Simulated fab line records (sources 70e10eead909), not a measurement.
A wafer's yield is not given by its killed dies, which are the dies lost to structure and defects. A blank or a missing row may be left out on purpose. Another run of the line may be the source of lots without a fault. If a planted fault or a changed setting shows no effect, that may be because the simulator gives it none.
Which tool did it? + flow nand_harc + Sampling: 13 lots, 39 wafers, 5 of 1302 route steps

WHAT EACH GAUGE READ, for each wafer
NHARC_A_BONDPAD_THK_MEAS_20: measures by xrf.
| lot  | measured     | on            | thk_nm (nm)       |
|------|--------------|---------------|-------------------|
| L822 | day 23 06:28 | film_metro-02 | 170.8 166.7 168.7 |
| L824 | day 23 19:22 | film_metro-02 | 169.5 170.2 168.7 |
| L827 | day 24 18:22 | film_metro-02 | 170.3 170.5 169.7 |
| L828 | day 25 21:13 | film_metro-01 | 172.1 172.3 172.1 |
| L826 | day 25 22:26 | film_metro-01 | 169.5 170.2 171.3 |
| L830 | day 26 15:56 | film_metro-01 | 169.5 169.7 168.6 |
| L829 | day 26 15:41 | film_metro-01 | 169.8 169.7 169.4 |
| L831 | day 27 13:47 | film_metro-02 | 168.3 169.6 170.3 |
| L832 | day 28 06:10 | film_metro-02 | 171.7 172.1 172.0 |
| L834 | day 28 07:23 | film_metro-02 | 168.9 172.7 172.0 |
| L833 | day 29 08:16 | film_metro-01 | 171.8 169.1 170.4 |
| L835 | day 29 08:46 | film_metro-01 | 170.2 170.3 169.8 |
| L843 | day 32 06:34 | film_metro-02 | 169.5 169.3 172.7 |

NHARC_END_SORT_01.
| lot  | measured     | on        | killed_at_array | killed_at_other | killed_at_periphery | killed_dies | killed_open | killed_short |
|------|--------------|-----------|-----------------|-----------------|---------------------|-------------|-------------|--------------|
| L835 | day 30 16:12 | prober-02 | 180 104 172     | 1 0 0           | 5 5 3               | 186 109 175 | 4 4 0       | 2 1 3        |

EACH LOT AND THE TOOL THAT RAN IT (in order: tool; ch and the chambers of the sampled wafers; start)
| lot  | NHARC_A_STAIRCASE_TRIM_233         | NHARC_A_BONDPAD_CMP_19        | NHARC_THIN_TSV_CMP_01         |
|------|------------------------------------|-------------------------------|-------------------------------|
| L822 | rie_diel-10 ch 0,1,2, day 16 02:28 | cmp-03 ch 1,2,3, day 23 06:10 | cmp-03 ch 0,1, day 23 19:55   |
| L824 | rie_diel-09 ch 1,3, day 16 23:43   | cmp-03 ch 0,2,3, day 23 19:05 | cmp-03 ch 1,3, day 24 06:29   |
| L827 | rie_diel-10 ch 0,2,3, day 18 01:52 | cmp-04 ch 0,2,3, day 24 18:03 | cmp-02 ch 0,1,2, day 25 05:35 |
| L828 | rie_diel-09 ch 0,2,3, day 18 13:43 | cmp-01 ch 0,2,3, day 25 20:53 | cmp-02 ch 0,1,3, day 26 09:35 |
| L826 | rie_diel-09 ch 0,2, day 18 14:34   | cmp-01 ch 0,1,3, day 25 22:08 | cmp-03 ch 2,3, day 26 08:20   |
| L830 | rie_diel-09 ch 0,1,3, day 19 16:11 | cmp-03 ch 0,2,3, day 26 15:37 | cmp-04 ch 2,3, day 27 02:46   |
| L829 | rie_diel-09 ch 1,2,3, day 19 16:16 | cmp-03 ch 0,1,3, day 26 15:26 | cmp-04 ch 0,1,3, day 27 03:59 |
| L831 | rie_diel-02 ch 0,2,3, day 20 12:33 | cmp-01 ch 1,2,3, day 27 13:31 | cmp-04 ch 0,3, day 28 00:55   |
| L832 | rie_diel-02 ch 0,1,3, day 20 21:20 | cmp-01 ch 0,2,3, day 28 05:53 | cmp-02 ch 0,1,2, day 28 18:44 |
| L834 | rie_diel-10 ch 0,1,3, day 20 21:37 | cmp-04 ch 0,2, day 28 07:05   | cmp-02 ch 1,3, day 28 19:55   |
| L833 | rie_diel-02 ch 0,2,3, day 21 01:06 | cmp-01 ch 0,1,3, day 29 08:00 | cmp-02 ch 0,1,2, day 29 19:45 |
| L835 | rie_diel-02 ch 0,3, day 22 06:26   | cmp-04 ch 2,3, day 29 08:28   | cmp-02 ch 0,1, day 29 22:11   |
| L843 | rie_diel-10 ch 1,2,3, day 25 07:52 | cmp-04 ch 1,3, day 32 06:16   | cmp-03 ch 0,1,3, day 32 18:47 |
- NHARC_A_STAIRCASE_TRIM_233: chemistry O2, time 211.2 s.
- NHARC_A_BONDPAD_CMP_19: polishes, t overpolish 30 s, cu recess touch 16 s, target thk 169.82 nm.
- NHARC_THIN_TSV_CMP_01: polishes.

WHAT THE TOOLS THEMSELVES READ (means of the sampled wafers that have a number; where no wafer has one, the mark that the record gives instead)
NHARC_A_STAIRCASE_TRIM_233.
| lot  | tool        | drypump_motor_current_A (A) | o2_flow_sccm (sccm) | oes_product_au (a.u.) | rf_vpp_V (V) | showerhead_plenum_p_Torr (Torr) | throttle_valve_pct (%) |
|------|-------------|-----------------------------|---------------------|-----------------------|--------------|---------------------------------|------------------------|
| L822 | rie_diel-10 | 5.5                         | 500.5               | 0.995                 | 57.6         | 3.51                            | 17.036                 |
| L824 | rie_diel-09 | 6.0                         | 499.9               | 0.996                 | 57.4         | 3.51                            | 17.039                 |
| L827 | rie_diel-10 | 5.9                         | 500.5               | 1.006                 | 58.6         | 3.47                            | 17.041                 |
| L828 | rie_diel-09 | 6.0                         | 499.4               | 1.001                 | 56.8         | 3.45                            | 17.040                 |
| L826 | rie_diel-09 | 6.1                         | 499.6               | 1.005                 | 58.1         | 3.44                            | 17.036                 |
| L830 | rie_diel-09 | 6.0                         | 500.5               | 1.002                 | 57.9         | 3.48                            | 17.029                 |
| L829 | rie_diel-09 | 6.1                         | 499.8               | 1.008                 | 57.5         | 3.43                            | 17.039                 |
| L831 | rie_diel-02 | 6.0                         | 500.2               | 0.998                 | 58.0         | 3.64                            | 17.047                 |
| L832 | rie_diel-02 | 5.8                         | 498.9               | 1.000                 | 58.0         | 3.59                            | 17.038                 |
| L834 | rie_diel-10 | 5.7                         | 500.5               | 1.006                 | 57.9         | 3.48                            | 17.036                 |
| L833 | rie_diel-02 | 6.0                         | 500.2               | 0.995                 | 57.7         | 3.64                            | 17.031                 |
| L835 | rie_diel-02 | 5.7                         | 499.8               | 1.000                 | 58.1         | 3.51                            | 17.041                 |
| L843 | rie_diel-10 | 5.7                         | 501.7               | 1.001                 | 57.1         | 3.48                            | 17.041                 |

NHARC_A_BONDPAD_CMP_19.
| lot  | tool   | motor_current_A (A) | overpolish_run_s (s) |
|------|--------|---------------------|----------------------|
| L822 | cmp-03 | 11.6                | 29.995               |
| L824 | cmp-03 | 12.4                | 30.000               |
| L827 | cmp-04 | 10.8                | 30.001               |
| L828 | cmp-01 | 12.5                | 29.999               |
| L826 | cmp-01 | 11.8                | 30.003               |
| L830 | cmp-03 | 12.9                | 30.000               |
| L829 | cmp-03 | 13.7                | 30.008               |
| L831 | cmp-01 | 12.0                | 29.999               |
| L832 | cmp-01 | 12.7                | 29.990               |
| L834 | cmp-04 | 10.5                | 29.994               |
| L833 | cmp-01 | 11.4                | 29.992               |
| L835 | cmp-04 | 12.1                | 30.003               |
| L843 | cmp-04 | 12.3                | 30.011               |

NHARC_THIN_TSV_CMP_01.
| lot  | tool   | motor_current_A (A) |
|------|--------|---------------------|
| L822 | cmp-03 | 14.1                |
| L824 | cmp-03 | 12.8                |
| L827 | cmp-02 | 12.0                |
| L828 | cmp-02 | 12.5                |
| L826 | cmp-03 | 12.0                |
| L830 | cmp-04 | 12.1                |
| L829 | cmp-04 | 11.1                |
| L831 | cmp-04 | 11.1                |
| L832 | cmp-02 | 11.9                |
| L834 | cmp-02 | 13.5                |
| L833 | cmp-02 | 12.0                |
| L835 | cmp-02 | 12.2                |
| L843 | cmp-03 | 13.5                |

THE ANSWER, worked out from the rows above alone
Rule: the usual values come from the lots themselves. The widest of any qualifying gaps counts: lots, ordered by their means at a reading, are off when they make up no more than a third of the lots, leave a main group of 4 or more, and stand apart from it by 3 or more times the standard deviation of that group's means. A main group is skipped when, at the precision printed for the reading in the tables above, its means are all equal. Also off: a lot with no number at a reading for which 4 or more lots have one. Where the step has rows for the other lots, those lots are counted as sound. The gauges are gone through in route order, then the tools' own readings, and for those a lot's mean is taken as printed above. At the first step where some lot is off, the reading lying furthest off is the one used; lots without a number count as furthest.
No lot is off at any reading shown: from this, nothing can be told.

WHAT THE SIMULATOR PUT IN
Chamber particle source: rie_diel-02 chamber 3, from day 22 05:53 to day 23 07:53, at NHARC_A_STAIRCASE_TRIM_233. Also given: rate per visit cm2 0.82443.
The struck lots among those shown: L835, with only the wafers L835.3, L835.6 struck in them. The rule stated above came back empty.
